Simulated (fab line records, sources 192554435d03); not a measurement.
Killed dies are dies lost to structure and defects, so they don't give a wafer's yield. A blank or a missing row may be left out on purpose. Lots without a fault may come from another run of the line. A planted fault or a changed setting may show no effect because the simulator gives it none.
Split-lot experiment | flow n5_finfet | 7 lots, 21 wafers read, on a route of 1938 steps

THE SPLIT
At N5_GATE_CUT_DESCUM_18 (chemistry O2, time 7 s), the setting time_s was moved away from the recipe's 7 s on 5 of the 21 wafers read, by -11.1% to +9.0%. The other wafers ran this setting at the recipe's value.

The reading is taken at the split's own step.

THE READING
CAR-EUV_of_GATE_CUT_COAT_07.thk_nm (the simulator's own value, which no gauge read), in nm, at N5_GATE_CUT_DESCUM_18 (chemistry O2, time 7 s). The file gives no usual value for it. The 16 wafers here that ran the recipe average 26.1 nm, standard deviation 0.087 nm.

wafer  | tool, chamber at the split | time_s as run, s | against the recipe | CAR-EUV_of_GATE_CUT_COAT_07.thk_nm, nm | against lot-mates on the recipe
L074.1 | rie_diel-06, 0,1,2         | 7                | recipe             | 26.2                                   | -
L074.5 | rie_diel-06, 0,1,2         | 7                | recipe             | 26.2                                   | -
L074.6 | rie_diel-06, 0,1,2         | 7                | recipe             | 26.2                                   | -
L077.1 | rie_diel-03, 1,3,2         | 7                | recipe             | 26.2                                   | -
L077.2 | rie_diel-03, 1,3,2         | 7                | recipe             | 26.2                                   | -
L077.3 | rie_diel-03, 1,3,2         | 7                | recipe             | 26.2                                   | -
L082.1 | rie_diel-06, 2,0,2         | 7                | recipe             | 26.2                                   | -
L082.4 | rie_diel-06, 2,0,2         | 7                | recipe             | 26.2                                   | -
L082.5 | rie_diel-06, 2,0,2         | 7                | recipe             | 26.2                                   | -
L083.3 | rie_diel-02, 1             | 7                | recipe             | 26.2                                   | -
L083.4 | rie_diel-02, 0,1           | 6.221            | -11.1%             | 26.6                                   | +0.4
L083.6 | rie_diel-02, 0,1           | 6.221            | -11.1%             | 26.6                                   | +0.4
L091.1 | rie_diel-02, 3,0           | 6.44             | -8.0%              | 26.2                                   | +0.2
L091.2 | rie_diel-02, 3,0           | 6.44             | -8.0%              | 26.2                                   | +0.2
L091.4 | rie_diel-02, 1             | 7                | recipe             | 26                                     | -
L092.2 | rie_diel-03, 0,1           | 7                | recipe             | 26                                     | -
L092.6 | rie_diel-03, 0,1           | 7                | recipe             | 26                                     | -
L092.5 | rie_diel-03, 2             | 7                | recipe             | 26.2                                   | -
L094.1 | rie_diel-03, 2             | 7                | recipe             | 26                                     | -
L094.3 | rie_diel-03, 3             | 7.63             | +9.0%              | 25.8                                   | -0.3
L094.5 | rie_diel-03, 1             | 7                | recipe             | 26.2                                   | -
Where a row lists several chambers, the file gives one row for several wafers and doesn't say which wafer went through which chamber.

THE FIT
A straight line over all 21 wafers: CAR-EUV_of_GATE_CUT_COAT_07.thk_nm changes by -0.0314 nm for each +1% of time_s; r = -0.81; the points scatter about the line by 0.11 nm.
The same after taking each lot's own level away (the mean of its wafers on the recipe; 21 wafers): -0.0326 nm for each +1%; r = -0.94; scatter 0.055 nm.
On that fit, the largest move of time_s shifts the reading by 0.36 nm.
The lots' own levels span 26.00 to 26.20 nm, that is 2.3 times the standard deviation above.
So the lot-to-lot level changes the slope little: the two slopes agree.
Check: with one of the wafers moved furthest among these (-11.1%) left out of the fit, the line predicts +0.345 nm for it against its lot-mates. It came out at +0.4 nm against them.

OTHER SPLITS ON THESE WAFERS
These wafers also went through other splits before the reading. Each is held against what the fit with the lots' levels taken away leaves over:
other split on the same wafers        | wafers away from the commonest value | r with CAR-EUV_of_GATE_CUT_COAT_07.thk_nm (lot level and that fit taken away)
N5_ILD0_CMP_03 down_force_psi         | 7                                    | +0.19
N5_HKMG_FIN_PEB_47 peb_time_s         | 7                                    | +0.02
N5_HKMG_FIN_DEVELOP_48 develop_time_s | 9                                    | -0.18
N5_HKMG_FIN_COAT_06 spin_rpm          | 8                                    | +0.22

THE FILE'S OWN FIT
CAR-EUV_of_GATE_CUT_COAT_07.thk_nm changes by -0.0326 nm for each +1% of time_s, r = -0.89.
